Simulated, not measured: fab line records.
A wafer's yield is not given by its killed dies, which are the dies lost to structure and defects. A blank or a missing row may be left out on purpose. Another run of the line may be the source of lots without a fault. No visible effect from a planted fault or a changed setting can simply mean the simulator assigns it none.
A lot that was struck, set against a sound lot -- flow nand-harc -- 35 steps out of a route of 1302
Sound: these wafers, L584.1, L584.2, L584.3. Wafers struck: L592.1, L592.4, L592.6. The cause is named last.
Each step with rows lists, per side, the tool, then ch with its chambers, then its first start. Under that, the readings that differ: sound wafers -- struck wafers -- difference of the means -- sigmas: that difference in standard deviations of wafers without a fault.
alike: readings whose means differ by less than 2 such deviations, and words and numbers that are the same on both sides. not compared: withheld readings, readings that some wafer has no value for, bounds like >300 that may hide the same value, and numbers for which the record gives no deviation and whose values overlap.
The two part at a step that has a row with sigmas, a row that says differs or no value, or rows on one side only. Non-overlapping numbers with no deviation appear without sigmas and do not part them. A reading missing from all wafers of one side parts the sides only when that side holds two or more wafers.

NHARC_P_START_INSPECT_01:
  sound on defect-inspect-01, day 3 02:02; struck on defect-inspect-01, day 6 10:02
  alike: raw-defect-count
then, 2 steps without rows for these wafers: NHARC_P_ZERO_WELL_PRECLEAN_00 (cleans in SPM, time 600 s); NHARC_P_ZERO_WELL_SRD_01.
NHARC_P_ZERO_WELL_PECVD_02: deposits SiO2, target thk 10 nm.
  sound on pecvd-02 ch 0,1,2, day 3 02:27; struck on pecvd-02 ch 0,1,2, day 6 10:27
then, 9 steps without rows for these wafers: NHARC_P_ZERO_WELL_DEHYDRATE_03 (time 120 s); NHARC_P_ZERO_WELL_HMDS_04 (time 30 s); NHARC_P_ZERO_WELL_COAT_64 (time 65 s); NHARC_P_ZERO_WELL_COAT_05 (resist thk 600 nm); NHARC_P_ZERO_WELL_SOFTBAKE_06 (time 70 s); NHARC_P_ZERO_WELL_EBR_07; NHARC_P_ZERO_WELL_EXPOSE_08 (exposes mask P ZERO, target cd 500 nm); NHARC_P_ZERO_WELL_PEB_09 (peb time 80 s); NHARC_P_ZERO_WELL_DEVELOP_10 (time 50 s).
NHARC_P_ZERO_WELL_CD_MEAS_11: target cd 500 nm.
  sound on cd-sem-02 ch 0, day 3 03:07; struck on cd-sem-02 ch 0, day 6 11:07
  alike: cd-nm
then, 1 step without rows for these wafers: NHARC_P_ZERO_WELL_HARDBAKE_12 (time 65 s).
NHARC_P_ZERO_WELL_DESCUM_13: chemistry O2, time 3 s.
  sound on rie-diel-07 ch 0,1,3, day 3 03:17; struck on rie-diel-10 ch 1,2, day 6 11:16
reading,sound,struck,difference,sigmas
oes-product-au (a.u.),1.016 1.008 1.008,0.990 0.988 0.990,-0.021,-2
  alike: chamber-pressure-mTorr, drypump-motor-current-A, rf-vpp-V, showerhead-plenum-p-Torr, throttle-valve-pct
  not compared: rf-hours-counter-h
NHARC_P_ZERO_WELL_ETCH_65: etches the open film in N2/H2, target depth 80 nm, overetch 24 nm, time 87.88 s.
  sound on rie-diel-07 ch 0,2,3, day 3 03:22; struck on rie-diel-10 ch 0,2,3, day 6 11:22
  alike: chamber-pressure-mTorr, drypump-motor-current-A, oes-product-au, rf-vpp-V, showerhead-plenum-p-Torr, throttle-valve-pct
  not compared: rf-hours-counter-h
NHARC_P_ZERO_WELL_ETCH_62: etches the open film in CHF3/Ar, target depth 13 nm, time 6.5 s.
  sound on rie-diel-07 ch 0,2,3; struck on rie-diel-10 ch 0,1
  alike: chamber-pressure-mTorr, drypump-motor-current-A, oes-product-au, rf-vpp-V, showerhead-plenum-p-Torr, throttle-valve-pct
  not compared: rf-hours-counter-h
NHARC_P_ZERO_WELL_ETCH_63: etches the open film in HBr/Cl2, target depth 120 nm, time 40.1 s.
  sound on rie-si-04 ch 0,1,3, day 3 03:32; struck on rie-si-02 ch 0,3, day 6 11:32
  alike: chamber-pressure-mTorr, drypump-motor-current-A, oes-product-au, throttle-valve-pct
  not compared: rf-hours-counter-h
then, 9 steps without rows for these wafers: NHARC_P_ZERO_WELL_STRIP_15 (strips in SPM, time 900 s); NHARC_P_ZERO_WELL_DEHYDRATE_16 (time 120 s); NHARC_P_ZERO_WELL_HMDS_17 (time 30 s); NHARC_P_ZERO_WELL_COAT_18; NHARC_P_ZERO_WELL_SOFTBAKE_19 (time 95 s); NHARC_P_ZERO_WELL_EBR_20; NHARC_P_ZERO_WELL_EXPOSE_21 (exposes mask P NWELL, target cd 720 nm); NHARC_P_ZERO_WELL_PEB_22 (peb time 85 s); NHARC_P_ZERO_WELL_DEVELOP_23 (time 70 s).
NHARC_P_ZERO_WELL_CD_MEAS_24: target cd 720 nm.
  sound on cd-sem-01 ch 0, day 3 04:20; struck on cd-sem-01 ch 0, day 6 12:27
  alike: cd-nm
then, 1 step without rows for these wafers: NHARC_P_ZERO_WELL_HARDBAKE_25 (time 80 s).
NHARC_P_ZERO_WELL_DESCUM_26: chemistry O2, time 3 s.
  sound on rie-diel-07 ch 0,2,3, day 3 04:30; struck on rie-diel-07 ch 2,3, day 6 12:37
  alike: chamber-pressure-mTorr, drypump-motor-current-A, oes-product-au, rf-vpp-V, showerhead-plenum-p-Torr, throttle-valve-pct
  not compared: rf-hours-counter-h
then, 2 steps without rows for these wafers: NHARC_P_ZERO_WELL_IMPLANT_27; NHARC_P_ZERO_WELL_IMPLANT_57.
NHARC_P_ZERO_WELL_INSPECT_43:
  sound on defect-inspect-02, day 3 09:35; struck on defect-inspect-01, day 6 17:37
reading,sound,struck,difference,sigmas
raw-defect-count,38 33 23,591 608 619,+575,+93
-- record jumps: 23 days between struck wafers' starts before vs after; left off in module P_ZERO_WELL, resumes in module END, first step shown is number 1302 of the route --
NHARC_END_SORT_01:
  sound on prober-01 ch 0, day 26 05:23; struck on prober-01 ch 0, day 29 13:53
reading,sound,struck,difference,sigmas
killed-at-periphery,5 6 4,65 88 71,+70,+33
killed-dies,23 30 27,125 149 129,+108,+5
  alike: killed-at-array, killed-at-other, killed-open, killed-short

## WHERE THEY PART
Earliest at NHARC_P_ZERO_WELL_DESCUM_13; latest, in this record, at NHARC_END_SORT_01.

WHY: what had been put in by the simulator
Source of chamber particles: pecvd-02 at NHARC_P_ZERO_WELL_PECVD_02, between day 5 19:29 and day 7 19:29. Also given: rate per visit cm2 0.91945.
